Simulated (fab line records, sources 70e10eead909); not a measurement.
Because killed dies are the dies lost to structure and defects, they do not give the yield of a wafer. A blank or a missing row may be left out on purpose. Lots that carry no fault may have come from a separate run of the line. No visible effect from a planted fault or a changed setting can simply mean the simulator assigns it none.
Matching of chambers || flow nand_harc || 4 sister chambers for NHARC_A_BLC_STRIP_21 on rie_diel-08
The step strips in O2. 16 wafers are shown with their chamber, then 8 later ones without.

WAFERS WITH THEIR CHAMBER
{"wafer": "L075.2", "chamber": 0, "drypump_motor_current_A (A)": 5.7, "oes_product_au (a.u.)": 0.981, "throttle_valve_pct (%)": 17.044}
{"wafer": "L075.4", "chamber": 1, "drypump_motor_current_A (A)": 6.0, "oes_product_au (a.u.)": 1.007, "throttle_valve_pct (%)": 17.024}
{"wafer": "L075.5", "chamber": 0, "drypump_motor_current_A (A)": 5.6, "oes_product_au (a.u.)": 0.990, "throttle_valve_pct (%)": 17.048}
{"wafer": "L076.1", "chamber": 3, "drypump_motor_current_A (A)": 5.0, "oes_product_au (a.u.)": 0.977, "throttle_valve_pct (%)": 17.043}
{"wafer": "L076.2", "chamber": 1, "drypump_motor_current_A (A)": 6.0, "oes_product_au (a.u.)": 1.013, "throttle_valve_pct (%)": 17.021}
{"wafer": "L076.5", "chamber": 0, "drypump_motor_current_A (A)": 5.6, "oes_product_au (a.u.)": 0.984, "throttle_valve_pct (%)": 17.040}
{"wafer": "L079.4", "chamber": 0, "drypump_motor_current_A (A)": 5.6, "oes_product_au (a.u.)": 1.000, "throttle_valve_pct (%)": 17.024}
{"wafer": "L079.5", "chamber": 3, "drypump_motor_current_A (A)": 5.0, "oes_product_au (a.u.)": 0.999, "throttle_valve_pct (%)": 17.038}
{"wafer": "L079.6", "chamber": 0, "drypump_motor_current_A (A)": 5.6, "oes_product_au (a.u.)": 0.994, "throttle_valve_pct (%)": 17.030}
{"wafer": "L091.1", "chamber": 1, "drypump_motor_current_A (A)": 6.0, "oes_product_au (a.u.)": 1.022, "throttle_valve_pct (%)": 17.046}
{"wafer": "L091.2", "chamber": 3, "drypump_motor_current_A (A)": 5.0, "oes_product_au (a.u.)": 0.986, "throttle_valve_pct (%)": 17.038}
{"wafer": "L091.6", "chamber": 0, "drypump_motor_current_A (A)": 5.6, "oes_product_au (a.u.)": 0.980, "throttle_valve_pct (%)": 17.039}
{"wafer": "L092.1", "chamber": 3, "drypump_motor_current_A (A)": 5.0, "oes_product_au (a.u.)": 0.981, "throttle_valve_pct (%)": 17.036}
{"wafer": "L092.3", "chamber": 1, "drypump_motor_current_A (A)": 6.0, "oes_product_au (a.u.)": 1.017, "throttle_valve_pct (%)": 17.028}
{"wafer": "L092.5", "chamber": 0, "drypump_motor_current_A (A)": 5.6, "oes_product_au (a.u.)": 0.989, "throttle_valve_pct (%)": 17.042}
{"wafer": "L096.1", "chamber": 2, "drypump_motor_current_A (A)": 5.7, "oes_product_au (a.u.)": 0.991, "throttle_valve_pct (%)": 17.051}

SIGNATURES (averages over the wafers above)
{"reading": "drypump_motor_current_A", "chamber 0": 5.614, "chamber 1": 6.000, "chamber 2": 5.700, "chamber 3": 5.000, "scatter within a chamber": 0.0267}
{"reading": "oes_product_au", "chamber 0": 0.98829, "chamber 1": 1.01475, "chamber 2": 0.99100, "chamber 3": 0.98575, "scatter within a chamber": 0.00769}
{"reading": "throttle_valve_pct", "chamber 0": 17.03814, "chamber 1": 17.02975, "chamber 2": 17.05100, "chamber 3": 17.03875, "scatter within a chamber": 0.00827}
Rule: a wafer lies at a distance from a chamber equal to the root of the sum of squares, over the readings, of (its reading less the chamber's mean, divided by the reading's scatter). If the next closest chamber is less than 2 further off than the closest, the wafer can't be placed; otherwise it belongs to the closest. The scatter is the square root of a quotient: the sum, over the shown wafers, of each reading's squared deviation from its chamber's mean, divided by wafers minus chambers.

WAFERS WITH NO CHAMBER GIVEN
{"wafer": "L096.3", "drypump_motor_current_A (A)": 5.0, "oes_product_au (a.u.)": 0.986, "throttle_valve_pct (%)": 17.020}
{"wafer": "L096.4", "drypump_motor_current_A (A)": 6.0, "oes_product_au (a.u.)": 1.027, "throttle_valve_pct (%)": 17.039}
{"wafer": "L094.2", "drypump_motor_current_A (A)": 6.0, "oes_product_au (a.u.)": 1.020, "throttle_valve_pct (%)": 17.034}
{"wafer": "L094.3", "drypump_motor_current_A (A)": 5.0, "oes_product_au (a.u.)": 0.998, "throttle_valve_pct (%)": 17.033}
{"wafer": "L094.4", "drypump_motor_current_A (A)": 5.7, "oes_product_au (a.u.)": 1.003, "throttle_valve_pct (%)": 17.043}
{"wafer": "L097.3", "drypump_motor_current_A (A)": 6.0, "oes_product_au (a.u.)": 1.020, "throttle_valve_pct (%)": 17.036}
{"wafer": "L097.4", "drypump_motor_current_A (A)": 5.0, "oes_product_au (a.u.)": 0.998, "throttle_valve_pct (%)": 17.031}
{"wafer": "L097.6", "drypump_motor_current_A (A)": 5.7, "oes_product_au (a.u.)": 0.974, "throttle_valve_pct (%)": 17.040}

THE CHAMBER EACH PASSED THROUGH
{"wafer": "L096.3", "from the rows above": 3, "in truth": 3}
{"wafer": "L096.4", "from the rows above": 1, "in truth": 1}
{"wafer": "L094.2", "from the rows above": 1, "in truth": 1}
{"wafer": "L094.3", "from the rows above": 3, "in truth": 3}
{"wafer": "L094.4", "from the rows above": "can't be placed: 2 or 0", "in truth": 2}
{"wafer": "L097.3", "from the rows above": 1, "in truth": 1}
{"wafer": "L097.4", "from the rows above": 3, "in truth": 3}
{"wafer": "L097.6", "from the rows above": "can't be placed: 2 or 0", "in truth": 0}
Correctly placed: 6 of 8. These rows do not allow placing 2 (true chamber among the candidates in 2). 0 placed wrongly.
